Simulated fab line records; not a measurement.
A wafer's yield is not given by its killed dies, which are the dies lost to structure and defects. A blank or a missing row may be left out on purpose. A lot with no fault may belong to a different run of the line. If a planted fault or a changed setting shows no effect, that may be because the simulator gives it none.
Chamber matching || flow n5 finfet || N5_BEOL_M3_ILD_DEP_00 on pecvd-01: 3 sister chambers
The step deposits SiOC from DEMS/O2, target thk 79 nm, time 15.3 s. 6 wafers are shown with their chamber, then 8 later ones without.

WAFERS PAIRED WITH THEIR CHAMBERS
{"wafer": "L083.6", "chamber": 1, "showerhead vpp V (V)": 1272, "throttle valve pct (%)": 11.0}
{"wafer": "L085.6", "chamber": 0, "showerhead vpp V (V)": 1438, "throttle valve pct (%)": 11.7}
{"wafer": "L087.1", "chamber": 2, "showerhead vpp V (V)": 1371, "throttle valve pct (%)": 11.9}
{"wafer": "L087.2", "chamber": 1, "showerhead vpp V (V)": 1268, "throttle valve pct (%)": 11.0}
{"wafer": "L087.5", "chamber": 0, "showerhead vpp V (V)": 1426, "throttle valve pct (%)": 11.9}
{"wafer": "L086.2", "chamber": 2, "showerhead vpp V (V)": 1401, "throttle valve pct (%)": 11.9}

WAFERS WHOSE CHAMBER IS MISSING
{"wafer": "L086.4", "showerhead vpp V (V)": 1402, "throttle valve pct (%)": 11.7}
{"wafer": "L086.5", "showerhead vpp V (V)": 1281, "throttle valve pct (%)": 10.9}
{"wafer": "L088.2", "showerhead vpp V (V)": 1393, "throttle valve pct (%)": 11.5}
{"wafer": "L088.3", "showerhead vpp V (V)": 1381, "throttle valve pct (%)": 11.7}
{"wafer": "L088.6", "showerhead vpp V (V)": 1407, "throttle valve pct (%)": 11.7}
{"wafer": "L094.1", "showerhead vpp V (V)": 1428, "throttle valve pct (%)": 12.1}
{"wafer": "L094.3", "showerhead vpp V (V)": 1422, "throttle valve pct (%)": 11.6}
{"wafer": "L094.4", "showerhead vpp V (V)": 1443, "throttle valve pct (%)": 11.9}

CHAMBER TAKEN BY EACH
{"wafer": "L086.4", "from the rows above": "can't be placed: 0 or 2", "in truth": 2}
{"wafer": "L086.5", "from the rows above": 1, "in truth": 1}
{"wafer": "L088.2", "from the rows above": "can't be placed: 0 or 2", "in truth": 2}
{"wafer": "L088.3", "from the rows above": "can't be placed: 2 or 0", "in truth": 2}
{"wafer": "L088.6", "from the rows above": "can't be placed: 0 or 2", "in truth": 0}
{"wafer": "L094.1", "from the rows above": "can't be placed: 0 or 2", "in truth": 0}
{"wafer": "L094.3", "from the rows above": 0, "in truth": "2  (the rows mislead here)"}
{"wafer": "L094.4", "from the rows above": 0, "in truth": 0}
Placed correctly: 2 of 8. These rows do not allow placing 5 (true chamber among the candidates in 5). Number placed wrongly: 1.
How it was worked out, from the rows above alone: a wafer's distance from a chamber is the root of the sum, over the readings, of the square of ((its reading less the chamber's mean) divided by the reading's scatter). The wafer belongs to the nearest chamber; if the next one is less than 2 further off, it can't be placed. For every chamber, the mean is computed from those of its wafers that are shown. The scatter is the square root of a quotient: the sum, over the shown wafers, of each reading's squared deviation from its chamber's mean, divided by wafers minus chambers.
